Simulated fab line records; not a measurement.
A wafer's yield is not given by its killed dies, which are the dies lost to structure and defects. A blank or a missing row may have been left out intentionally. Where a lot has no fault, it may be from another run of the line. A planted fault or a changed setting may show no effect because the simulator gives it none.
fab line records + flow n5-finfet
record
- lots=7
- wafers=21
- last-day=17
route steps=1938 shown BEOL_M5@1182 BEOL_M6@1194 PASSIVATION@1936
lots with no fault: from the same line, run without faults
start-h: start of the lot's first displayed wafer, in hours after the record's first day + wait-h: hours since the lot's step before + " same as the row above + L1.1+2: several wafers, shown together as one row + - no value, or no start given + * or withheld: withheld + < > ~ a bound
route shown NAME@n: names a module that has steps shown in the file, with the first one's number in the route + usual: average and standard deviation across the fault-free wafers + same: alike in all rows + chamber/n: place in a boat + sites: each site's reading + _std_site: standard deviation of those values + _edge_site: mean of outer sites minus mean of inner sites + radius-mm: how far each site lies from the wafer's centre + mask NAME#n: copy n + behind: tool/chamber where the wafer was last shaped + hold: the reason the lot was held/the length of the hold in hours/how it ended + device: whichever transistor did not switch (one of n, p or np) + end of line: the same wafers' tests at the end of the route + a step without rows: its recipe alone + killed: dies lost to structure and defects at the first sort, not the wafer's yield + map: a wafer's dies, marking killed ones x, the rest . and places with no die _
set.NAME: the setting as run; set.NAME@STEP: as run at that earlier step + model.NAME: the simulator's own value behind a step, which no gauge read
lots at selected steps of the route; one table per step, one row per wafer
services: the hour from which a tool's chamber was out of use, counted from the record's first day as start-h (under 0 if before that day), plus the number of hours and why
## steps
# step N5_BEOL_M5_ANNEAL_89
# recipe
- temp-c=400
- time-s=1800
- ambient=vacuum
# step N5_BEOL_M5_SPUTTER_90
# recipe
- material=Cu
- target-thk-a=45
- temp-c=-20
- chamber-pressure-pa=0.07
- power-w=withheld
- time-s=8.29
# step N5_BEOL_M5_ECD_50
# recipe
- material=Cu
- target-thk-a=3000
# step N5_BEOL_M5_ANNEAL_51
# recipe
- temp-c=225
- time-s=90
- ambient=N2
# usual
- wafer_temp_C_max=225.95/0.27
| lot.wafer | tool          | chamber | start-h | wait-h | wafer_temp_C_max |
|-----------|---------------|---------|---------|--------|------------------|
| L821.2    | rtp-anneal-01 | 0       | 212.67  | 0.1    | 225.84           |
| L821.3    | "             | 0       | "       | "      | 225.79           |
| L821.4    | "             | 0       | "       | "      | 225.83           |
| L819.2    | rtp-anneal-01 | 0       | 216.10  | 0.1    | 226.28           |
| L819.5    | "             | 0       | "       | "      | 225.75           |
| L819.6    | "             | 0       | "       | "      | 225.89           |
| L820.1    | rtp-anneal-02 | 0       | 216.21  | 0.1    | 226.25           |
| L820.2    | "             | 0       | "       | "      | 226.07           |
| L820.6    | "             | 0       | "       | "      | 226.21           |
| L818.2    | rtp-anneal-02 | 0       | 217.70  | 0.2    | 225.82           |
| L818.3    | "             | 0       | "       | "      | 226.30           |
| L818.4    | "             | 0       | "       | "      | 226.33           |
| L823.1    | rtp-anneal-01 | 0       | 230.81  | 0.3    | 226.03           |
| L823.3    | "             | 0       | "       | "      | 225.73           |
| L823.6    | "             | 0       | "       | "      | 225.52           |
| L831.1    | rtp-anneal-02 | 0       | 272.34  | 0.1    | 226.26           |
| L831.4    | "             | 0       | "       | "      | 225.78           |
| L831.6    | "             | 0       | "       | "      | 226.05           |
| L835.2    | rtp-anneal-02 | 0       | 322.04  | 0.1    | 226.03           |
| L835.5    | "             | 0       | "       | "      | 226.26           |
| L835.6    | "             | 0       | "       | "      | 226.65           |
# step N5_BEOL_M5_CMP_52
# recipe
- stop-on=SiCOH_lowk
- t-overpolish-s=6.9
- down-force-psi=1
- platen-rpm=50
- clearing-platen-down-force-psi=1.5
- clearing-platen-rpm=50
- post-cmp-clean=cu-alkaline
- target-thk-nm=62
- clearing-platen-pad-velocity-m-s=0.99484
- pad-velocity-m-s=0.99484
# usual
- barrier-field-endpoint-s=24.5/0.62
- motor-current-A=6.1/0.48
- overpolish-run-s=6.900/0.0081
- time-to-endpoint-s=63/3.1
| lot.wafer | tool   | chamber | start-h | wait-h | barrier-field-endpoint-s | motor-current-A | overpolish-run-s | time-to-endpoint-s |
|-----------|--------|---------|---------|--------|--------------------------|-----------------|------------------|--------------------|
| L821.3    | cmp-01 | 0       | 212.93  | 0.2    | 24.3                     | 5.2             | 6.896            | 63                 |
| L821.4    | "      | 2       | "       | "      | 25.1                     | 6.9             | 6.893            | 66                 |
| L821.2    | "      | 3       | "       | "      | 23.5                     | 5.7             | 6.893            | 60                 |
| L819.2    | cmp-01 | 1       | 216.47  | 0.3    | 25.3                     | 6.1             | 6.893            | 65                 |
| L819.5    | "      | 2       | "       | "      | 26.4                     | 7.1             | 6.904            | 69                 |
| L819.6    | "      | 3       | "       | "      | 24.8                     | 5.7             | 6.896            | 61                 |
| L820.1    | cmp-01 | 3       | 216.58  | 0.3    | 24.5                     | 5.8             | 6.896            | 59                 |
| L820.2    | "      | 1       | "       | "      | 24.0                     | 6.3             | 6.901            | 60                 |
| L820.6    | "      | 3       | "       | "      | 23.7                     | 5.7             | 6.912            | 58                 |
| L818.3    | cmp-03 | 1       | 217.95  | 0.2    | 23.5                     | 6.1             | 6.903            | 61                 |
| L818.2    | "      | 2       | "       | "      | 23.7                     | 6.6             | 6.899            | 62                 |
| L818.4    | "      | 3       | "       | "      | 24.0                     | 6.6             | 6.888            | 61                 |
| L823.1    | cmp-03 | 0       | 231.43  | 0.5    | 23.3                     | 5.8             | 6.906            | 60                 |
| L823.3    | "      | 2       | "       | "      | 24.0                     | 6.4             | 6.903            | 61                 |
| L823.6    | "      | 0       | "       | "      | 24.5                     | 6.2             | 6.909            | 62                 |
| L831.4    | cmp-01 | 1       | 272.67  | 0.2    | 25.0                     | 6.3             | 6.906            | 68                 |
| L831.1    | "      | 3       | "       | "      | 24.6                     | 5.8             | 6.891            | 66                 |
| L831.6    | "      | 0       | "       | "      | 25.4                     | 5.2             | 6.888            | 70                 |
| L835.2    | cmp-01 | 1       | 322.34  | 0.3    | 23.6                     | 6.3             | 6.886            | 61                 |
| L835.5    | "      | 0       | "       | "      | 24.1                     | 5.6             | 6.889            | 60                 |
| L835.6    | "      | 1       | "       | "      | 24.7                     | 6.3             | 6.904            | 64                 |
# step N5_BEOL_M5_THK_MEAS_53
# recipe
- thk-meas-gauge=xrf
- reads=Cu_of_BEOL_M5_ECD_50
# usual
- M5_THK=62.3/1.4
| lot.wafer | tool          | chamber | start-h | wait-h | M5_THK[nm] |
|-----------|---------------|---------|---------|--------|------------|
| L821.2    | film-metro-02 | -       | 213.22  | -      | 62.3       |
| L821.3    | "             | -       | "       | "      | 63.4       |
| L821.4    | "             | -       | "       | "      | 62.5       |
| L819.2    | film-metro-02 | -       | 216.65  | -      | 60.8       |
| L819.5    | "             | -       | "       | "      | 61.4       |
| L819.6    | "             | -       | "       | "      | 60.9       |
| L820.1    | film-metro-01 | -       | 216.88  | -      | 61.4       |
| L820.2    | "             | -       | "       | "      | 64.1       |
| L820.6    | "             | -       | "       | "      | 64.1       |
| L818.2    | film-metro-01 | -       | 218.24  | -      | 62.9       |
| L818.3    | "             | -       | "       | "      | 61.9       |
| L818.4    | "             | -       | "       | "      | 61.6       |
| L823.1    | film-metro-02 | -       | 231.68  | -      | 62.7       |
| L823.3    | "             | -       | "       | "      | 59.4       |
| L823.6    | "             | -       | "       | "      | 61.9       |
| L831.1    | film-metro-02 | -       | 272.93  | -      | 61.5       |
| L831.4    | "             | -       | "       | "      | 61.9       |
| L831.6    | "             | -       | "       | "      | 61.8       |
| L835.2    | film-metro-01 | -       | 322.60  | -      | 62.0       |
| L835.5    | "             | -       | "       | "      | 62.1       |
| L835.6    | "             | -       | "       | "      | 61.8       |
# step N5_BEOL_M5_PRE_CLEAN_77
# recipe
- gas=NH3/H2
- time-s=15
- temp-c=*
- rf-power-w=300
# usual
- heater-power-w=82/21
- rf-fwd-power-W=296.6/1.4
| lot.wafer | tool      | chamber | start-h | wait-h | heater-power-w | rf-fwd-power-W | since-wet-clean-h |
|-----------|-----------|---------|---------|--------|----------------|----------------|-------------------|
| L821.2    | cvd-co-02 | 1       | 213.26  | 0.0    | 81             | 296.1          | 1192              |
| L821.3    | "         | 2       | "       | "      | 103            | 298.6          | 295               |
| L821.4    | "         | 2       | "       | "      | 105            | 299.2          | -                 |
| L819.2    | cvd-co-02 | 1       | 216.69  | 0.0    | 78             | 296.5          | 1195              |
| L819.5    | "         | 2       | "       | "      | 103            | 298.0          | -                 |
| L819.6    | "         | 1       | "       | "      | 80             | 297.2          | -                 |
| L820.1    | cvd-co-01 | 0       | 216.91  | 0.0    | 70             | 297.3          | 977               |
| L820.2    | "         | 1       | "       | "      | 68             | 296.1          | 80                |
| L820.6    | "         | 0       | "       | "      | 70             | 297.9          | -                 |
| L818.2    | cvd-co-02 | 2       | 218.31  | 0.1    | 101            | 299.1          | 300               |
| L818.3    | "         | 1       | "       | "      | 79             | 293.7          | 1197              |
| L818.4    | "         | 0       | "       | "      | 59             | 293.3          | -                 |
| L823.1    | cvd-co-02 | 1       | 231.75  | 0.1    | 79             | 297.3          | 1210              |
| L823.3    | "         | 0       | "       | "      | 58             | 295.9          | 773               |
| L823.6    | "         | 2       | "       | "      | 104            | 299.7          | -                 |
| L831.1    | cvd-co-02 | 0       | 272.97  | 0.0    | 58             | 294.7          | 814               |
| L831.4    | "         | 0       | "       | "      | 59             | 293.2          | -                 |
| L831.6    | "         | 1       | "       | "      | 78             | 296.0          | -                 |
| L835.2    | cvd-co-02 | 1       | 322.64  | 0.0    | 81             | 297.3          | 1301              |
| L835.5    | "         | 2       | "       | "      | 104            | 298.6          | -                 |
| L835.6    | "         | 0       | "       | "      | 59             | 295.6          | -                 |
# step N5_BEOL_M5_CO_CAP_78
# recipe
- material=Co
- target-thk-a=20
- temp-c=200
- precursor=CCTBA/H2
- pressure-torr=30
- time-s=102.1
# usual
- heater-power-w=233/27
| lot.wafer | tool      | chamber | start-h | wait-h | heater-power-w | since-wet-clean-h |
|-----------|-----------|---------|---------|--------|----------------|-------------------|
| L821.2    | cvd-co-02 | 1       | 213.30  | 0.0    | 224            | 1192              |
| L821.3    | "         | 2       | "       | "      | 265            | 295               |
| L821.4    | "         | 2       | "       | "      | 257            | -                 |
| L819.2    | cvd-co-02 | 1       | 216.73  | 0.0    | 226            | 1195              |
| L819.5    | "         | 2       | "       | "      | 259            | -                 |
| L819.6    | "         | 1       | "       | "      | 230            | -                 |
| L820.1    | cvd-co-01 | 0       | 216.95  | 0.0    | 216            | 977               |
| L820.2    | "         | 1       | "       | "      | 211            | 80                |
| L820.6    | "         | 0       | "       | "      | 219            | -                 |
| L818.2    | cvd-co-02 | 2       | 218.35  | 0.0    | 264            | 300               |
| L818.3    | "         | 1       | "       | "      | 235            | 1197              |
| L818.4    | "         | 0       | "       | "      | 200            | -                 |
| L823.1    | cvd-co-02 | 1       | 231.79  | 0.0    | 229            | 1210              |
| L823.3    | "         | 0       | "       | "      | 206            | 773               |
| L823.6    | "         | 2       | "       | "      | 264            | -                 |
| L831.1    | cvd-co-02 | 0       | 273.01  | 0.0    | 202            | 814               |
| L831.4    | "         | 0       | "       | "      | 202            | -                 |
| L831.6    | "         | 1       | "       | "      | 227            | -                 |
| L835.2    | cvd-co-02 | 1       | 322.68  | 0.0    | 231            | 1301              |
| L835.5    | "         | 2       | "       | "      | 263            | -                 |
| L835.6    | "         | 0       | "       | "      | 204            | -                 |
# step N5_BEOL_M5_PRE_CLEAN_55
# recipe
- gas=NH3
- time-s=15
- temp-c=withheld
- rf-power-w=300
# step N5_BEOL_M5_DEP_56
# recipe
- material=SiCN
- target-thk-a=80
- temp-c=withheld
- precursor=3MS/NH3
- pressure-torr=3
- rf-w=202
- time-s=14
# usual
- rf-fwd-power-W=199.3/1
- showerhead-plenum-p-Torr=3.665/0.013
- throttle-valve-pct=9.1/0.49
| lot.wafer | tool     | chamber | start-h | wait-h | rf-fwd-power-W | showerhead-plenum-p-Torr | since-wet-clean-h | throttle-valve-pct |
|-----------|----------|---------|---------|--------|----------------|--------------------------|-------------------|--------------------|
| L821.2    | pecvd-03 | 2       | 213.41  | 0.0    | 200.5          | 3.669                    | 163               | 9.0                |
| L821.3    | "        | 1       | "       | "      | 199.6          | 3.699                    | 1642              | 8.6                |
| L821.4    | "        | 1       | "       | "      | 198.6          | 3.693                    | -                 | 8.7                |
| L819.2    | pecvd-01 | 0       | 216.85  | 0.0    | 199.8          | 3.657                    | 1283              | 9.1                |
| L819.5    | "        | 2       | "       | "      | 199.2          | 3.661                    | -                 | 8.8                |
| L819.6    | "        | 0       | "       | "      | 199.6          | 3.646                    | -                 | 9.0                |
| L820.1    | pecvd-03 | 2       | 217.07  | 0.0    | 198.8          | 3.671                    | 167               | 9.1                |
| L820.2    | "        | 1       | "       | "      | 199.3          | 3.681                    | 1646              | 8.6                |
| L820.6    | "        | 0       | "       | "      | 200.6          | 3.660                    | -                 | 9.3                |
| L818.2    | pecvd-02 | 1       | 218.48  | 0.0    | 198.1          | 3.663                    | 1829              | 9.0                |
| L818.3    | "        | 1       | "       | "      | 199.1          | 3.653                    | -                 | 8.8                |
| L818.4    | "        | 2       | "       | "      | 200.3          | 3.674                    | -                 | 8.7                |
| L823.1    | pecvd-01 | 2       | 231.90  | 0.0    | 198.4          | 3.661                    | 509               | 8.6                |
| L823.3    | "        | 1       | "       | "      | 198.6          | 3.650                    | 2023              | 10.4               |
| L823.6    | "        | 1       | "       | "      | 197.5          | 3.660                    | -                 | 10.4               |
| L831.1    | pecvd-01 | 2       | 273.12  | 0.0    | 198.1          | 3.667                    | 551               | 8.9                |
| L831.4    | "        | 0       | "       | "      | 200.1          | 3.652                    | -                 | 9.2                |
| L831.6    | "        | 2       | "       | "      | 197.9          | 3.665                    | -                 | 8.5                |
| L835.2    | pecvd-02 | 2       | 322.79  | 0.0    | 199.5          | 3.681                    | 454               | 9.0                |
| L835.5    | "        | 2       | "       | "      | 199.5          | 3.673                    | -                 | 8.8                |
| L835.6    | "        | 0       | "       | "      | 198.1          | 3.653                    | -                 | 9.2                |
# step N5_BEOL_M5_RS_MEAS_57
# recipe
- thk-meas-gauge=four-point-probe
- reads=Co_of_BEOL_M5_CO_CAP_78+Cu_of_BEOL_M5_ECD_50+Co_of_BEOL_M5_CVD_47+TaN_of_BEOL_M5_ALD_86
# usual
- M5_RS=0.391/0.011
| lot.wafer | tool          | chamber | start-h | wait-h | M5_RS[ohm/sq] |
|-----------|---------------|---------|---------|--------|---------------|
| L821.2    | film-metro-01 | -       | 213.48  | 0.1    | 0.388         |
| L821.3    | "             | -       | "       | "      | 0.383         |
| L821.4    | "             | -       | "       | "      | 0.389         |
| L819.2    | film-metro-01 | -       | 216.94  | 0.1    | 0.399         |
| L819.5    | "             | -       | "       | "      | 0.394         |
| L819.6    | "             | -       | "       | "      | 0.398         |
| L820.1    | film-metro-01 | -       | 217.14  | 0.0    | 0.396         |
| L820.2    | "             | -       | "       | "      | 0.377         |
| L820.6    | "             | -       | "       | "      | 0.374         |
| L818.2    | film-metro-02 | -       | 218.57  | 0.1    | 0.387         |
| L818.3    | "             | -       | "       | "      | 0.394         |
| L818.4    | "             | -       | "       | "      | 0.397         |
| L823.1    | film-metro-02 | -       | 231.97  | 0.0    | 0.386         |
| L823.3    | "             | -       | "       | "      | 0.411         |
| L823.6    | "             | -       | "       | "      | 0.391         |
| L831.1    | film-metro-01 | -       | 273.19  | 0.0    | 0.396         |
| L831.4    | "             | -       | "       | "      | 0.392         |
| L831.6    | "             | -       | "       | "      | 0.392         |
| L835.2    | film-metro-01 | -       | 322.86  | 0.1    | 0.396         |
| L835.5    | "             | -       | "       | "      | 0.396         |
| L835.6    | "             | -       | "       | "      | 0.395         |
# step N5_BEOL_M5_INSPECT_58
# recipe
- inspect-instrument=darkfield
- mode=post-dep
# usual
- raw-defect-count=75/25
| lot.wafer | tool              | chamber | start-h | wait-h | raw-defect-count |
|-----------|-------------------|---------|---------|--------|------------------|
| L821.2    | defect-inspect-01 | -       | 213.51  | 0.0    | 58               |
| L821.3    | "                 | -       | "       | "      | 77               |
| L821.4    | "                 | -       | "       | "      | 54               |
| L819.2    | defect-inspect-02 | -       | 216.97  | 0.0    | 44               |
| L819.5    | "                 | -       | "       | "      | 100              |
| L819.6    | "                 | -       | "       | "      | 55               |
| L820.1    | defect-inspect-01 | -       | 217.16  | 0.0    | 78               |
| L820.2    | "                 | -       | "       | "      | 87               |
| L820.6    | "                 | -       | "       | "      | 46               |
| L818.2    | defect-inspect-02 | -       | 218.59  | 0.0    | 54               |
| L818.3    | "                 | -       | "       | "      | 70               |
| L818.4    | "                 | -       | "       | "      | 77               |
| L823.1    | defect-inspect-01 | -       | 232.00  | 0.0    | 35               |
| L823.3    | "                 | -       | "       | "      | 67               |
| L823.6    | "                 | -       | "       | "      | 39               |
| L831.1    | defect-inspect-01 | -       | 273.22  | 0.0    | 60               |
| L831.4    | "                 | -       | "       | "      | 106              |
| L831.6    | "                 | -       | "       | "      | 105              |
| L835.2    | defect-inspect-02 | -       | 322.89  | 0.0    | 98               |
| L835.5    | "                 | -       | "       | "      | 86               |
| L835.6    | "                 | -       | "       | "      | 65               |
# step N5_BEOL_M6_ILD_DEP_00
# recipe
- material=SiCOH_lowk
- target-thk-a=1797.5
- temp-c=300
- precursor=DEMS/porogen
- pressure-torr=5
- rf-w=500
- time-s=33.4
# usual
- heater-power-w=312/62
- rf-fwd-power-W=495.7/1.8
- showerhead-plenum-p-Torr=5.744/0.014
- susceptor-temp-C=300.00/0.19
- throttle-valve-pct=14.3/0.92
| lot.wafer | tool     | chamber | start-h | wait-h | heater-power-w | rf-fwd-power-W | showerhead-plenum-p-Torr | since-wet-clean-h | susceptor-temp-C | throttle-valve-pct | model.SiCOH_lowk_of_BEOL_M6_ILD_DEP_00.thk-nm |
|-----------|----------|---------|---------|--------|----------------|----------------|--------------------------|-------------------|------------------|--------------------|-----------------------------------------------|
| L821.2    | pecvd-04 | 0       | 213.54  | 0.0    | 187            | 496.2          | 5.751                    | 736               | 299.70           | 15.3               | 178.4                                         |
| L821.3    | "        | 0       | "       | "      | 190            | 497.7          | 5.735                    | -                 | 299.73           | 15.2               | 178.2                                         |
| L821.4    | "        | 1       | "       | "      | 398            | 496.8          | 5.751                    | -                 | 300.14           | 14.9               | 181.6                                         |
| L819.2    | pecvd-04 | 0       | 217.00  | 0.0    | 235            | 497.0          | 5.733                    | 740               | 299.84           | 14.9               | 175.4                                         |
| L819.5    | "        | 1       | "       | "      | 382            | 495.8          | 5.760                    | -                 | 299.95           | 15.0               | 180.4                                         |
| L819.6    | "        | 0       | "       | "      | 235            | 497.1          | 5.742                    | -                 | 300.07           | 15.0               | 177.8                                         |
| L820.1    | pecvd-04 | 0       | 217.20  | 0.0    | 180            | 497.1          | 5.751                    | 740               | 296.68           | 15.2               | 180.4                                         |
| L820.2    | "        | 1       | "       | "      | 358            | 494.1          | 5.756                    | 1465              | 300.21           | 15.1               | 174.4                                         |
| L820.6    | "        | 0       | "       | "      | 190            | 497.7          | 5.752                    | -                 | 296.60           | 15.2               | 181.4                                         |
| L818.2    | pecvd-04 | 0       | 218.63  | 0.0    | 208            | 498.4          | 5.755                    | 741               | 296.83           | 15.1               | 178.6                                         |
| L818.3    | "        | 1       | "       | "      | 394            | 494.8          | 5.752                    | -                 | 300.02           | 14.9               | 179.8                                         |
| L818.4    | "        | 0       | "       | "      | 212            | 497.6          | 5.750                    | -                 | 296.52           | 15.3               | 184.6                                         |
| L823.1    | pecvd-04 | 1       | 232.03  | 0.0    | 388            | 495.9          | 5.741                    | 1480              | 300.11           | 14.9               | 176.6                                         |
| L823.3    | "        | 0       | "       | "      | 196            | 498.3          | 5.741                    | 755               | 296.52           | 15.2               | 179.8                                         |
| L823.6    | "        | 1       | "       | "      | 311            | 494.8          | 5.752                    | -                 | 299.97           | 14.8               | 179.4                                         |
| L831.1    | pecvd-01 | 0       | 273.25  | 0.0    | 350            | 497.4          | 5.729                    | 1340              | 299.97           | 13.7               | 177                                           |
| L831.4    | "        | 0       | "       | "      | 356            | 495.6          | 5.728                    | -                 | 300.16           | 14.0               | 181.8                                         |
| L831.6    | "        | 2       | "       | "      | 289            | 494.8          | 5.733                    | -                 | 299.97           | 13.4               | 184.2                                         |
| L835.2    | pecvd-03 | 0       | 322.92  | 0.0    | 330            | 498.4          | 5.716                    | 1027              | 299.85           | 14.2               | 178.8                                         |
| L835.5    | "        | 2       | "       | "      | 299            | 497.9          | 5.746                    | -                 | 299.88           | 14.3               | 182                                           |
| L835.6    | "        | 1       | "       | "      | 335            | 495.1          | 5.768                    | -                 | 300.38           | 13.2               | 181                                           |
# step N5_BEOL_M6_CURE_74
# recipe
- temp-c=385
- time-s=240
- ambient=He/Ar
- material=SiCOH_lowk
# usual
- lamp-power-pct=52.32/0.056
- wafer_temp_C_max=387.0/0.73
| lot.wafer | tool       | chamber | start-h | wait-h | lamp-power-pct | wafer_temp_C_max | model.SiCOH_lowk_of_BEOL_M6_ILD_DEP_00.thk-nm |
|-----------|------------|---------|---------|--------|----------------|------------------|-----------------------------------------------|
| L821.2    | uv-cure-01 | 1       | 213.71  | 0.1    | 52.26          | 387.4            | 153.8                                         |
| L821.3    | "          | 1       | "       | "      | 52.29          | 388.2            | 153.6                                         |
| L821.4    | "          | 1       | "       | "      | 52.34          | 388.0            | 156.6                                         |
| L819.2    | uv-cure-02 | 2       | 217.17  | 0.1    | 52.40          | 387.1            | 151.2                                         |
| L819.5    | "          | 2       | "       | "      | 52.21          | 386.5            | 155.6                                         |
| L819.6    | "          | 2       | "       | "      | 52.38          | 386.9            | 153.4                                         |
| L820.1    | uv-cure-03 | 0       | 217.29  | 0.1    | 52.23          | 386.2            | 155.6                                         |
| L820.2    | "          | 0       | "       | "      | 52.30          | 386.6            | 150.4                                         |
| L820.6    | "          | 0       | "       | "      | 52.36          | 386.8            | 156.4                                         |
| L818.2    | uv-cure-03 | 1       | 218.82  | 0.2    | 52.36          | 387.0            | 154                                           |
| L818.3    | "          | 1       | "       | "      | 52.39          | 387.3            | 155.2                                         |
| L818.4    | "          | 1       | "       | "      | 52.34          | 387.4            | 159.2                                         |
| L823.1    | uv-cure-02 | 1       | 232.10  | 0.0    | 52.28          | 386.9            | 152.2                                         |
| L823.3    | "          | 1       | "       | "      | 52.42          | 388.5            | 155                                           |
| L823.6    | "          | 1       | "       | "      | 52.22          | 387.5            | 154.6                                         |
| L831.1    | uv-cure-03 | 1       | 273.32  | 0.0    | 52.35          | 387.3            | 152.6                                         |
| L831.4    | "          | 1       | "       | "      | 52.29          | 387.8            | 156.8                                         |
| L831.6    | "          | 1       | "       | "      | 52.31          | 387.9            | 158.8                                         |
| L835.2    | uv-cure-03 | 0       | 323.07  | 0.1    | 52.28          | 386.3            | 154.2                                         |
| L835.5    | "          | 0       | "       | "      | 52.36          | 386.2            | 157                                           |
| L835.6    | "          | 0       | "       | "      | 52.31          | 386.3            | 156                                           |
# step N5_BEOL_M6_THK_MEAS_01
# recipe
- reads=SiCOH_lowk_of_BEOL_M6_ILD_DEP_00
# usual
- M6_ILD_THK=155.0/2
| lot.wafer | tool          | chamber | start-h | wait-h | M6_ILD_THK[nm] |
|-----------|---------------|---------|---------|--------|----------------|
| L821.2    | film-metro-02 | -       | 214.14  | 0.4    | 154.0          |
| L821.3    | "             | -       | "       | "      | 153.6          |
| L821.4    | "             | -       | "       | "      | 156.7          |
| L819.2    | film-metro-02 | -       | 217.60  | 0.4    | 151.5          |
| L819.5    | "             | -       | "       | "      | 155.5          |
| L819.6    | "             | -       | "       | "      | 153.3          |
| L820.1    | film-metro-01 | -       | 217.80  | 0.4    | 155.6          |
| L820.2    | "             | -       | "       | "      | 150.4          |
| L820.6    | "             | -       | "       | "      | 156.4          |
| L818.2    | film-metro-02 | -       | 219.25  | 0.4    | 154.0          |
| L818.3    | "             | -       | "       | "      | 155.1          |
| L818.4    | "             | -       | "       | "      | 159.1          |
| L823.1    | film-metro-01 | -       | 232.61  | 0.4    | 152.2          |
| L823.3    | "             | -       | "       | "      | 155.0          |
| L823.6    | "             | -       | "       | "      | 154.6          |
| L831.1    | film-metro-01 | -       | 274.31  | 0.8    | 152.5          |
| L831.4    | "             | -       | "       | "      | 156.7          |
| L831.6    | "             | -       | "       | "      | 158.9          |
| L835.2    | film-metro-01 | -       | 323.50  | 0.4    | 154.1          |
| L835.5    | "             | -       | "       | "      | 157.0          |
| L835.6    | "             | -       | "       | "      | 156.1          |
# step N5_PASSIVATION_PROBE_49
# usual
- defect-limited-yield=91.6/1.2
- killed_at_M0_to_M3=33/9.4
- killed_at_M4_up=13/5.2
- killed-at-contacts=13/5.6
- killed-at-front-end=37/9.5
- killed-at-other=4/3.1
- killed-dies=99/15
- killed-open=65/11
- killed-short=32/7.5
- sort_bin_5_function=4.9/0.77
- sort_bin_6_memory=3.1/0.65
- sort-n-pass=1081/15
- sort-yield-pct=91.6/1.2
# same
- gross-dies=1180
- killed-at-back-side=0
- sort_bin_4_leakage[%]=0
- sort_bin_8_speed[%]=0
| lot.wafer | tool      | chamber | start-h | wait-h | defect-limited-yield[%] | killed_at_M0_to_M3 | killed_at_M4_up | killed-at-contacts | killed-at-front-end | killed-at-other | killed-dies | killed-open | killed-short | sort_bin_5_function[%] | sort_bin_6_memory[%] | sort-n-pass | sort-yield-pct[%] |
|-----------|-----------|---------|---------|--------|-------------------------|--------------------|-----------------|--------------------|---------------------|-----------------|-------------|-------------|--------------|------------------------|----------------------|-------------|-------------------|
| L821.2    | prober-02 | -       | 323.84  | 0.1    | 92.4                    | 24                 | 5               | 15                 | 37                  | 9               | 90          | 54          | 35           | 4.7                    | 2.4                  | 1090        | 92.4              |
| L821.3    | prober-02 | -       | 323.89  | 0.1    | 91.4                    | 41                 | 11              | 13                 | 30                  | 6               | 101         | 59          | 42           | 4.5                    | 3.6                  | 1079        | 91.4              |
| L821.4    | prober-02 | -       | 323.94  | 0.2    | 91.8                    | 31                 | 13              | 1                  | 44                  | 8               | 97          | 60          | 36           | 4.4                    | 3.1                  | 1083        | 91.8              |
# killed by level:class
L821.2 FIN_SAQP:geometric-particle:short=13 MOL_CONTACT_COAG:geometric-particle:open=12 FIN_SAQP:geometric-particle:open=8 BEOL_M1:geometric-particle:open=8 BEOL_M0_SAQP:geometric-particle:short=4 BEOL_M3:geometric-particle:open=4 STARTING-WAFER:geometric-particle:short=4 BEOL_M4:geometric-particle:open=3
L821.3 MOL_CONTACT_COAG:geometric-particle:open=11 BEOL_M0_SAQP:geometric-particle:short=10 FIN_SAQP:geometric-particle:short=9 BEOL_M1:geometric-particle:short=9 FIN_SAQP:geometric-particle:open=8 BEOL_M0:geometric-particle:open=7 BEOL_M3:geometric-particle:open=6 STI_FIN_REVEAL:geometric-particle:open=4
L821.4 FIN_SAQP:geometric-particle:short=12 FIN_SAQP:geometric-particle:open=11 BEOL_M1:geometric-particle:open=10 STI_FIN_REVEAL:geometric-particle:open=8 BEOL_M0_SAQP:geometric-particle:open=6 BEOL_M3:geometric-particle:open=6 BEOL_M4:geometric-particle:open=5 PASS1_CAP:geometric-particle:short=5
## services
| tool          | chamber | start-h | hours | kind                          |
|---------------|---------|---------|-------|-------------------------------|
| cvd-co-01     | -       | 189.76  | 1.3   | repair                        |
| cmp-03        | -       | 192.81  | 6.1   | repair                        |
| pecvd-04      | 0       | 192.99  | 2.1   | scheduled-down                |
| cvd-co-02     | 2       | 195.82  | 16.5  | repair                        |
| uv-cure-02    | -       | 201.50  | 1.0   | pm                            |
| pecvd-04      | 2       | 202.38  | -     | clean                         |
| pecvd-04      | 2       | 202.38  | -     | consumable-replace:showerhead |
| cmp-01        | -       | 208.03  | 0.7   | repair                        |
| pecvd-01      | 1       | 216.04  | 4.4   | repair                        |
| uv-cure-02    | -       | 221.68  | 7.5   | pm                            |
| pecvd-02      | -       | 228.51  | 0.7   | repair                        |
| rtp-anneal-02 | -       | 232.48  | 3.3   | pm                            |
| uv-cure-01    | -       | 233.12  | 2.1   | pm                            |
| cvd-co-01     | -       | 241.20  | 0.5   | repair                        |
| uv-cure-02    | -       | 242.01  | 0.8   | repair                        |
| cvd-co-02     | -       | 268.73  | 0.5   | repair                        |
| pecvd-04      | -       | 275.15  | 6.0   | pm                            |
| pecvd-02      | 2       | 276.66  | 6.6   | repair                        |
| pecvd-02      | -       | 286.30  | 0.9   | repair                        |
| uv-cure-02    | -       | 289.93  | 16.1  | repair                        |
| cmp-01        | -       | 290.30  | 4.0   | pm                            |
| cvd-co-01     | -       | 301.89  | 0.2   | repair                        |
| pecvd-03      | -       | 311.16  | 3.1   | repair                        |
| pecvd-01      | 1       | 320.58  | 8.3   | repair                        |
## key
first-sign
- step=N5_BEOL_M6_ILD_DEP_00
- reading=susceptor-temp-C
- direction=down
- sigmas=17
- usual=*
- struck=*
effect none on later readings
model-effect
- step=N5_BEOL_M6_ILD_DEP_00
- value=SiCOH_lowk_of_BEOL_M6_ILD_DEP_00.thk-nm
- without=177.5
- struck=181
model-effect
- step=N5_BEOL_M6_CURE_74
- value=SiCOH_lowk_of_BEOL_M6_ILD_DEP_00.thk-nm
- without=153
- struck=156
met-at N5_BEOL_M6_ILD_DEP_00
struck-wafers L818.2,L818.4,L820.1,L820.6,L823.3
onset-between 217.00 217.20
fault
- kind=process-parameter-drift
- tool=pecvd-04
- chamber=0
- onset-h=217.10
- steps=N5_BEOL_M6_ILD_DEP_00
- channel=temp-c
- offset=*
- shape=step
- end-h=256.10
- acts-in=*
- stated=*
